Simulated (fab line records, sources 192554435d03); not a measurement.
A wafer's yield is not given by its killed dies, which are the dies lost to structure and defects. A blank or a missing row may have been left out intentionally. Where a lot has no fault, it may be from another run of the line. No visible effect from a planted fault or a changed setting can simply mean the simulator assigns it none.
fab line records	flow n5Finfet	part 1 of 2: steps 1 to 4 of 6
record: lots: 23	wafers: 69	lastDay: 18
route steps=1938 shown ILD0@338 SDB@358 HKMG_FIN@441
lots that met no fault: taken from a fault-free run of the same line
startH: hours from the record's first day to the start of the lot's first wafer shown	waitH: time in hours since the lot's previous step	" identical to the entry in the row above	L1.1+2: one row covering several wafers at once	- either no value or no given start	* or withheld: withheld	< > ~ a bound
route shown NAME@n: a module of which the file shows steps, and the number in the route of the first	usual: the fault-free wafers' mean and standard deviation	same: alike in all rows	chamber/n: place in a boat	sites: per-site readings	_std_site: standard deviation across them	_edge_site: mean of outer sites minus mean of inner sites	radiusMm: how far each site lies from the wafer's centre	mask NAME#n: copy n	behind: tool/chamber where the wafer was last shaped	hold: why the lot was held/for how many hours/how that ended	device: the n, p or np transistor that did not switch	end of line: tests run on the same wafers once the route is complete	where a step has no rows: the recipe by itself	killed: at the first sort, the dies lost to defects and structure; wafer yield is something else	map: shows each die of a wafer: x if killed, . if not, _ if none is there
set.NAME: setting as actually run; set.NAME@STEP: the setting as run at that earlier step	model.NAME: the simulator's own value behind a step, which no gauge read
one table for each step of the route and one row for each wafer, over a sample of lots
services: a tool's chamber out of use, with start hour (startH, from the record's first day; less than 0 if before it), hours out, and reason
== steps ==
step: N5_ILD0_CMP_03
recipe: stopOn: SiNx	tOverpolishS: 1.9	postCmpClean: alkalineBrush	downForcePsi: 4.1491	platenRpm: 51.796	padVelocityMS: 1.0306	targetThkNm: 197.38
usual: motorCurrentA: 12.2/1.2	overpolishRunS: 1.900/0.0085	timeToEndpointS: 71/3.9
lot.wafer	tool	chamber	startH	waitH	motorCurrentA	overpolishRunS	timeToEndpointS
L074.1	cmp-03	1	61.43	0.0	11.4	1.898	77
L074.4	"	3	"	"	15.4	1.893	71
L074.5	"	2	"	"	12.5	1.889	76
L075.4	cmp-03	3	66.80	0.0	14.6	1.894	70
L075.2	"	0	"	"	12.8	1.888	74
L075.6	"	0	"	"	13.6	1.922	73
L076.4	cmp-01	0	73.69	0.0	12.8	1.917	66
L076.2	"	2	"	"	12.6	1.892	69
L076.1	"	3	"	"	11.8	1.903	68
L077.2	cmp-03	0	80.14	0.1	13.6	1.908	70
L077.1	"	2	"	"	12.1	1.901	74
L077.5	"	0	"	"	12.9	1.901	69
L078.4	cmp-01	2	88.70	0.0	11.8	1.899	69
L078.2	"	0	"	"	12.2	1.904	70
L078.6	"	3	"	"	11.1	1.892	70
L079.4	cmp-01	0	94.11	0.0	11.9	1.884	71
L079.3	"	2	"	"	12.4	1.898	66
L079.6	"	1	"	"	11.2	1.902	70
L080.3	cmp-01	2	101.73	0.1	12.0	1.892	69
L080.6	"	0	"	"	12.6	1.914	73
L080.5	"	1	"	"	11.9	1.903	68
L081.3	cmp-03	1	106.20	0.1	11.2	1.895	73
L081.4	"	2	"	"	12.1	1.897	70
L081.2	"	3	"	"	14.3	1.893	72
L082.4	cmp-02	2	113.48	0.0	11.3	1.890	69
L082.2	"	0	"	"	13.5	1.911	65
L082.6	"	2	"	"	11.4	1.896	69
L083.3	cmp-02	1	115.80	0.0	10.9	1.911	75
L083.1	"	2	"	"	11.3	1.900	71
L083.2	"	3	"	"	11.9	1.915	70
L084.4	cmp-02	1	125.14	0.0	10.6	1.899	75
L084.2	"	2	"	"	11.1	1.902	71
L084.5	"	2	"	"	11.1	1.890	73
L085.1	cmp-01	3	130.91	0.0	11.2	1.899	72
L085.3	"	1	"	"	12.2	1.890	72
L085.5	"	0	"	"	12.1	1.884	72
L086.3	cmp-01	1	136.91	0.1	11.2	1.904	69
L086.2	"	3	"	"	11.3	1.902	72
L086.6	"	0	"	"	12.4	1.892	69
L087.3	cmp-02	2	140.91	0.0	11.2	1.905	73
L087.1	"	3	"	"	11.7	1.899	74
L087.6	"	3	"	"	12.0	1.888	75
L088.4	cmp-02	3	149.16	0.1	11.8	1.895	71
L088.1	"	1	"	"	10.0	1.904	74
L088.6	"	3	"	"	12.5	1.898	72
L089.1	cmp-03	2	153.10	0.0	12.5	1.884	73
L089.5	"	2	"	"	11.7	1.900	72
L089.6	"	3	"	"	15.1	1.905	70
L090.4	cmp-03	1	157.13	0.0	10.9	1.904	74
L090.1	"	3	"	"	14.0	1.888	69
L090.3	"	0	"	"	13.9	1.881	71
L091.2	cmp-03	2	164.90	0.1	11.9	1.908	71
L091.5	"	3	"	"	14.8	1.914	70
L091.6	"	0	"	"	13.6	1.904	70
L092.2	cmp-01	2	170.45	0.1	11.6	1.899	63
L092.1	"	3	"	"	11.3	1.891	65
L092.4	"	0	"	"	12.0	1.893	65
L093.3	cmp-02	0	176.74	0.2	13.0	1.899	77
L093.4	"	1	"	"	10.8	1.893	78
L093.1	"	2	"	"	11.4	1.887	77
L094.1	cmp-02	1	180.95	0.1	10.7	1.892	81
L094.6	"	2	"	"	10.8	1.889	78
L094.5	"	3	"	"	11.9	1.901	79
L096.1	cmp-03	0	202.42	0.0	13.0	1.894	64
L096.4	"	3	"	"	15.3	1.906	62
L096.5	"	0	"	"	13.3	1.887	65
L097.1	cmp-03	0	206.16	0.2	13.6	1.884	63
L097.3	"	3	"	"	14.3	1.902	61
L097.5	"	0	"	"	14.0	1.911	65
step: N5_SDB_INSPECT_13
recipe: mode: adi	inspectInstrument: brightfield
usual: rawDefectCount: 76/31
lot.wafer	tool	chamber	startH	waitH	rawDefectCount
L074.1	defectInspect-02	-	65.83	0.0	111
L074.4	"	-	"	"	85
L074.5	"	-	"	"	91
L075.2	defectInspect-01	-	71.20	0.0	89
L075.4	"	-	"	"	69
L075.6	"	-	"	"	67
L076.1	defectInspect-02	-	78.17	0.0	71
L076.2	"	-	"	"	26
L076.4	"	-	"	"	25
L077.1	defectInspect-02	-	84.53	0.0	107
L077.2	"	-	"	"	70
L077.5	"	-	"	"	119
L078.2	defectInspect-02	-	94.00	0.0	73
L078.4	"	-	"	"	97
L078.6	"	-	"	"	90
L079.3	defectInspect-01	-	98.53	0.0	46
L079.4	"	-	"	"	42
L079.6	"	-	"	"	44
L080.3	defectInspect-01	-	106.01	0.0	142
L080.5	"	-	"	"	63
L080.6	"	-	"	"	75
L081.2	defectInspect-02	-	110.57	0.0	66
L081.3	"	-	"	"	122
L081.4	"	-	"	"	68
L082.2	defectInspect-01	-	117.92	0.0	58
L082.4	"	-	"	"	84
L082.6	"	-	"	"	60
L083.1	defectInspect-02	-	120.20	0.0	101
L083.2	"	-	"	"	77
L083.3	"	-	"	"	100
L084.2	defectInspect-02	-	129.79	0.0	62
L084.4	"	-	"	"	81
L084.5	"	-	"	"	129
L085.1	defectInspect-01	-	135.18	0.0	90
L085.3	"	-	"	"	111
L085.5	"	-	"	"	83
L086.2	defectInspect-01	-	141.27	0.0	80
L086.3	"	-	"	"	44
L086.6	"	-	"	"	53
L087.1	defectInspect-01	-	145.19	0.0	74
L087.3	"	-	"	"	52
L087.6	"	-	"	"	57
L088.1	defectInspect-02	-	153.91	0.0	52
L088.4	"	-	"	"	64
L088.6	"	-	"	"	65
L089.1	defectInspect-01	-	157.71	0.0	52
L089.5	"	-	"	"	66
L089.6	"	-	"	"	32
L090.1	defectInspect-01	-	161.42	0.0	97
L090.3	"	-	"	"	129
L090.4	"	-	"	"	93
L091.2	defectInspect-02	-	169.41	0.0	75
L091.5	"	-	"	"	110
L091.6	"	-	"	"	141
L092.1	defectInspect-01	-	174.81	0.0	30
L092.2	"	-	"	"	58
L092.4	"	-	"	"	45
L093.1	defectInspect-01	-	181.81	0.0	122
L093.3	"	-	"	"	57
L093.4	"	-	"	"	101
L094.1	defectInspect-01	-	185.24	0.0	36
L094.5	"	-	"	"	43
L094.6	"	-	"	"	82
L096.1	defectInspect-01	-	207.10	0.0	67
L096.4	"	-	"	"	35
L096.5	"	-	"	"	85
L097.1	defectInspect-01	-	210.69	0.0	75
L097.3	"	-	"	"	146
L097.5	"	-	"	"	37
step: N5_SDB_DESCUM_16
recipe: chemistry: O2	timeS: 7.9	sourcePowerW: 50	biasPowerW: 20	pressureMtorr: 20	rfFrequencyHz: 2.712e+07	tempC: 40	resist: CAR-ArF	o2FlowSccm: 225
usual: drypumpMotorCurrentA: 5.6/0.42	oesProductAu: 0.78/0.081	rfVppV: 243.3/1.3	showerheadPlenumPTorr: 2.10/0.073	throttleValvePct: 20.49/0.26
lot.wafer	tool	chamber	startH	waitH	drypumpMotorCurrentA	oesProductAu	rfHoursCounterH	rfVppV	showerheadPlenumPTorr	throttleValvePct
L074.1	rieDiel-06	3	66.56	0.7	5.7	0.70	200	244.2	2.17	20.84
L074.4	"	1	"	"	6.3	0.95	5	244.5	2.24	20.49
L074.5	"	3	"	"	5.7	0.70	-	244.2	2.17	20.83
L075.2	rieDiel-06	3	71.32	0.1	5.7	0.71	202	244.5	2.17	20.85
L075.4	"	2	"	"	5.8	0.73	179	243.0	2.09	20.61
L075.6	"	3	"	"	5.7	0.72	-	244.4	2.17	20.85
L076.1	rieDiel-05	0	78.21	0.0	5.5	0.98	2	243.4	2.05	20.07
L076.2	"	1	"	"	6.1	0.67	244	243.1	2.15	20.54
L076.4	"	2	"	"	5.7	0.92	-	242.4	2.04	20.48
L077.1	rieDiel-01	1	84.59	0.1	5.6	0.71	191	243.5	2.08	20.50
L077.2	"	3	"	"	5.3	0.83	66	241.5	2.04	20.00
L077.5	"	2	"	"	5.3	0.81	-	242.8	2.04	20.24
L078.2	rieDiel-01	3	94.03	0.0	5.3	0.84	69	241.5	2.04	20.01
L078.4	"	1	"	"	5.7	0.72	195	242.3	2.08	20.52
L078.6	"	1	"	"	5.6	0.72	-	243.5	2.08	20.52
L079.3	rieDiel-01	1	98.56	0.0	5.7	0.71	197	242.7	2.08	20.50
L079.4	"	3	"	"	5.4	0.83	70	242.0	2.04	20.01
L079.6	"	2	"	"	5.3	0.81	-	241.2	2.04	20.26
L080.3	rieDiel-01	0	106.04	0.0	6.2	0.72	201	243.2	2.08	20.76
L080.5	"	1	"	"	5.6	0.71	-	242.9	2.08	20.53
L080.6	"	2	"	"	5.3	0.80	-	240.7	2.03	20.26
L081.2	rieDiel-06	0	110.60	0.0	4.8	0.87	42	246.3	2.22	20.54
L081.3	"	2	"	"	5.8	0.71	191	242.7	2.08	20.61
L081.4	"	1	"	"	6.3	0.90	19	246.5	2.24	20.52
L082.2	rieDiel-01	1	117.95	0.0	5.7	0.71	204	242.8	2.08	20.51
L082.4	"	3	"	"	5.4	0.82	76	242.0	2.03	20.01
L082.6	"	2	"	"	5.3	0.79	-	241.7	2.03	20.25
L083.1	rieDiel-01	2	120.29	0.1	5.3	0.80	95	241.8	2.03	20.26
L083.2	"	3	"	"	5.4	0.82	76	243.7	2.03	20.04
L083.3	"	0	"	"	6.2	0.71	205	244.3	2.08	20.76
L084.2	rieDiel-01	2	129.92	0.1	5.3	0.79	99	243.0	2.03	20.26
L084.4	"	1	"	"	5.6	0.69	208	243.5	2.07	20.52
L084.5	"	3	"	"	5.3	0.83	-	241.7	2.03	20.02
L085.1	rieDiel-06	0	135.22	0.0	4.8	0.85	50	246.0	2.22	20.56
L085.3	"	1	"	"	6.3	0.89	27	245.9	2.23	20.49
L085.5	"	0	"	"	4.8	0.85	-	245.8	2.22	20.57
L086.2	rieDiel-01	1	141.40	0.1	5.7	0.70	212	242.6	2.07	20.51
L086.3	"	2	"	"	5.3	0.79	103	242.7	2.03	20.27
L086.6	"	2	"	"	5.3	0.78	-	242.2	2.03	20.26
L087.1	rieDiel-01	3	145.52	0.3	5.4	0.82	85	242.6	2.03	20.03
L087.3	"	0	"	"	6.2	0.70	214	244.2	2.07	20.80
L087.6	"	3	"	"	5.3	0.81	-	243.2	2.03	20.03
L088.1	rieDiel-06	1	153.95	0.0	6.2	0.88	33	245.1	2.23	20.53
L088.4	"	3	"	"	5.7	0.70	-	244.6	2.16	20.88
L088.6	"	1	"	"	6.2	0.88	-	245.0	2.23	20.53
L089.1	rieDiel-01	0	157.75	0.0	6.2	0.69	218	241.9	2.07	20.79
L089.5	"	1	"	"	5.6	0.69	-	243.4	2.07	20.54
L089.6	"	2	"	"	5.3	0.78	-	243.2	2.03	20.29
L090.1	rieDiel-05	0	161.52	0.1	5.5	0.89	32	242.0	2.04	20.13
L090.3	"	1	"	"	6.1	0.93	12	243.9	2.14	20.14
L090.4	"	2	"	"	5.6	0.87	62	241.3	2.02	20.55
L091.2	rieDiel-01	1	169.45	0.0	5.7	0.69	222	244.5	2.07	20.55
L091.5	"	2	"	"	5.2	0.77	-	242.0	2.03	20.30
L091.6	"	1	"	"	5.6	0.70	-	243.7	2.07	20.56
L092.1	rieDiel-06	0	174.96	0.1	4.8	0.84	60	245.6	2.21	20.57
L092.2	"	2	"	"	5.8	0.70	212	242.0	2.07	20.66
L092.4	"	3	"	"	5.7	0.68	236	244.9	2.16	20.89
L093.1	rieDiel-06	2	181.84	0.0	5.8	0.70	215	243.5	2.07	20.66
L093.3	"	3	"	"	5.7	0.68	238	243.9	2.16	20.90
L093.4	"	1	"	"	6.2	0.87	42	245.1	2.23	20.55
L094.1	rieDiel-05	2	185.27	0.0	5.6	0.86	71	240.8	2.02	20.56
L094.5	"	2	"	"	5.6	0.86	-	242.1	2.02	20.57
L094.6	"	3	"	"	4.9	0.89	-	243.8	2.22	20.22
L096.1	rieDiel-06	2	207.14	0.0	5.8	0.70	221	241.7	2.07	20.65
L096.4	"	1	"	"	6.3	0.85	50	244.7	2.23	20.57
L096.5	"	0	"	"	4.8	0.84	-	243.9	2.21	20.61
L097.1	rieDiel-06	0	210.73	0.0	4.8	0.84	71	244.6	2.21	20.59
L097.3	"	3	"	"	5.7	0.68	247	244.3	2.15	20.92
L097.5	"	3	"	"	5.7	0.67	-	241.5	2.15	20.91
step: N5_SDB_ETCH_17
recipe: chemistry: CF4	target: SiARC	targetDepthA: 234	maskMaterial: CAR-ArF	timeS: 39	ionEnergyEv: 80	pressureMtorr: 40	sourceW: 545	biasW: 36	Ar_flow_sccm: 100	cf4FlowSccm: 100	ends: cleared
usual: drypumpMotorCurrentA: 5.6/0.42	etchRfOnTimeS: 39.0/0.48	oesProductAu: 0.67/0.07	rfVppV: 184.1/1.3	showerheadPlenumPTorr: 2.15/0.069	throttleValvePct: 15.66/0.28
lot.wafer	tool	chamber	startH	waitH	drypumpMotorCurrentA	etchRfOnTimeS	oesProductAu	rfHoursCounterH	rfVppV	showerheadPlenumPTorr	throttleValvePct
L074.1	rieDiel-06	3	66.60	0.0	5.7	39.0	0.60	200	185.4	2.22	16.02
L074.4	"	1	"	"	6.3	38.5	0.81	5	185.0	2.28	15.55
L074.5	"	3	"	"	5.7	39.0	0.61	-	185.2	2.22	16.01
L075.2	rieDiel-06	3	71.35	0.0	5.7	39.2	0.61	202	185.4	2.21	16.02
L075.4	"	2	"	"	5.8	39.7	0.62	179	184.2	2.14	15.81
L075.6	"	3	"	"	5.7	39.1	0.61	-	185.6	2.22	16.01
L076.1	rieDiel-05	0	78.24	0.0	5.5	38.9	0.82	2	182.2	2.11	15.29
L076.2	"	1	"	"	6.1	38.4	0.59	244	184.7	2.19	15.74
L076.4	"	2	"	"	5.6	37.7	0.80	-	183.4	2.10	15.70
L077.1	rieDiel-01	1	84.62	0.0	5.7	39.2	0.61	191	183.4	2.13	15.75
L077.2	"	3	"	"	5.4	38.9	0.72	66	181.3	2.08	15.17
L077.5	"	2	"	"	5.3	38.3	0.70	-	182.8	2.08	15.35
L078.2	rieDiel-01	3	94.07	0.0	5.3	39.2	0.72	69	181.7	2.08	15.18
L078.4	"	1	"	"	5.6	39.3	0.61	195	182.4	2.13	15.75
L078.6	"	1	"	"	5.6	39.4	0.61	-	185.1	2.13	15.75
L079.3	rieDiel-01	1	98.60	0.0	5.6	39.4	0.61	197	184.3	2.13	15.76
L079.4	"	3	"	"	5.3	39.1	0.71	70	184.8	2.08	15.16
L079.6	"	2	"	"	5.3	38.8	0.69	-	182.0	2.08	15.38
L080.3	rieDiel-01	0	106.08	0.0	6.2	39.3	0.61	201	184.8	2.13	16.00
L080.5	"	1	"	"	5.7	39.5	0.60	-	185.3	2.13	15.77
L080.6	"	2	"	"	5.3	38.7	0.69	-	183.1	2.08	15.38
L081.2	rieDiel-06	0	110.63	0.0	4.8	38.1	0.76	42	186.6	2.26	15.68
L081.3	"	2	"	"	5.8	38.8	0.62	191	183.9	2.13	15.83
L081.4	"	1	"	"	6.2	38.7	0.78	19	184.7	2.27	15.59
L082.2	rieDiel-01	1	117.98	0.0	5.6	39.4	0.60	204	183.6	2.13	15.76
L082.4	"	3	"	"	5.3	39.0	0.71	76	183.6	2.08	15.17
L082.6	"	2	"	"	5.3	38.7	0.69	-	181.2	2.08	15.38
L083.1	rieDiel-01	2	120.32	0.0	5.3	38.8	0.68	95	184.0	2.08	15.38
L083.2	"	3	"	"	5.3	39.1	0.71	76	182.3	2.08	15.17
L083.3	"	0	"	"	6.2	39.5	0.61	205	184.4	2.13	15.98
L084.2	rieDiel-01	2	129.96	0.0	5.3	38.8	0.68	99	184.3	2.08	15.39
L084.4	"	1	"	"	5.6	39.6	0.60	208	182.7	2.13	15.79
L084.5	"	3	"	"	5.3	39.3	0.71	-	183.7	2.08	15.18
L085.1	rieDiel-06	0	135.25	0.0	4.8	38.1	0.75	50	185.8	2.26	15.69
L085.3	"	1	"	"	6.3	38.6	0.77	27	185.5	2.27	15.59
L085.5	"	0	"	"	4.8	38.3	0.74	-	187.7	2.26	15.67
L086.2	rieDiel-01	1	141.44	0.0	5.7	38.9	0.60	212	182.8	2.13	15.80
L086.3	"	2	"	"	5.3	38.2	0.68	103	183.6	2.07	15.40
L086.6	"	2	"	"	5.3	38.6	0.67	-	184.6	2.07	15.41
L087.1	rieDiel-01	3	145.56	0.0	5.4	39.2	0.70	85	183.9	2.07	15.20
L087.3	"	0	"	"	6.2	39.5	0.60	214	185.3	2.13	16.01
L087.6	"	3	"	"	5.4	39.2	0.70	-	182.5	2.07	15.21
L088.1	rieDiel-06	1	153.98	0.0	6.2	38.9	0.75	33	185.7	2.27	15.61
L088.4	"	3	"	"	5.7	39.2	0.58	-	185.0	2.21	16.05
L088.6	"	1	"	"	6.3	38.7	0.76	-	184.1	2.27	15.59
L089.1	rieDiel-01	0	157.78	0.0	6.2	39.4	0.60	218	184.6	2.12	16.03
L089.5	"	1	"	"	5.6	39.3	0.59	-	183.6	2.13	15.80
L089.6	"	2	"	"	5.3	38.6	0.67	-	183.5	2.07	15.41
L090.1	rieDiel-05	0	161.55	0.0	5.5	39.0	0.75	32	184.2	2.10	15.33
L090.3	"	1	"	"	6.1	38.0	0.81	12	185.7	2.19	15.25
L090.4	"	2	"	"	5.6	37.8	0.75	62	184.6	2.08	15.76
L091.2	rieDiel-01	1	169.48	0.0	5.7	39.4	0.59	222	182.9	2.13	15.82
L091.5	"	2	"	"	5.3	39.1	0.67	-	182.2	2.07	15.42
L091.6	"	1	"	"	5.6	39.7	0.59	-	184.7	2.13	15.80
L092.1	rieDiel-06	0	175.00	0.0	4.8	38.4	0.73	60	185.0	2.25	15.69
L092.2	"	2	"	"	5.8	39.1	0.61	212	182.9	2.12	15.89
L092.4	"	3	"	"	5.7	39.2	0.58	236	186.0	2.20	16.08
L093.1	rieDiel-06	2	181.88	0.0	5.8	39.7	0.61	215	184.5	2.12	15.88
L093.3	"	3	"	"	5.7	39.3	0.59	238	184.5	2.20	16.08
L093.4	"	1	"	"	6.3	39.8	0.73	42	184.5	2.27	15.60
L094.1	rieDiel-05	2	185.31	0.0	5.7	37.8	0.74	71	182.1	2.08	15.77
L094.5	"	2	"	"	5.7	37.6	0.74	-	184.2	2.08	15.80
L094.6	"	3	"	"	5.0	38.7	0.75	-	186.5	2.27	15.42
L096.1	rieDiel-06	2	207.17	0.0	5.8	39.2	0.61	221	184.4	2.12	15.89
L096.4	"	1	"	"	6.2	39.1	0.73	50	185.3	2.26	15.62
L096.5	"	0	"	"	4.8	38.8	0.71	-	185.1	2.25	15.73
L097.1	rieDiel-06	0	210.76	0.0	4.8	39.2	0.72	71	185.7	2.25	15.71
L097.3	"	3	"	"	5.7	39.6	0.58	247	185.1	2.20	16.11
L097.5	"	3	"	"	5.7	39.2	0.58	-	186.1	2.20	16.10
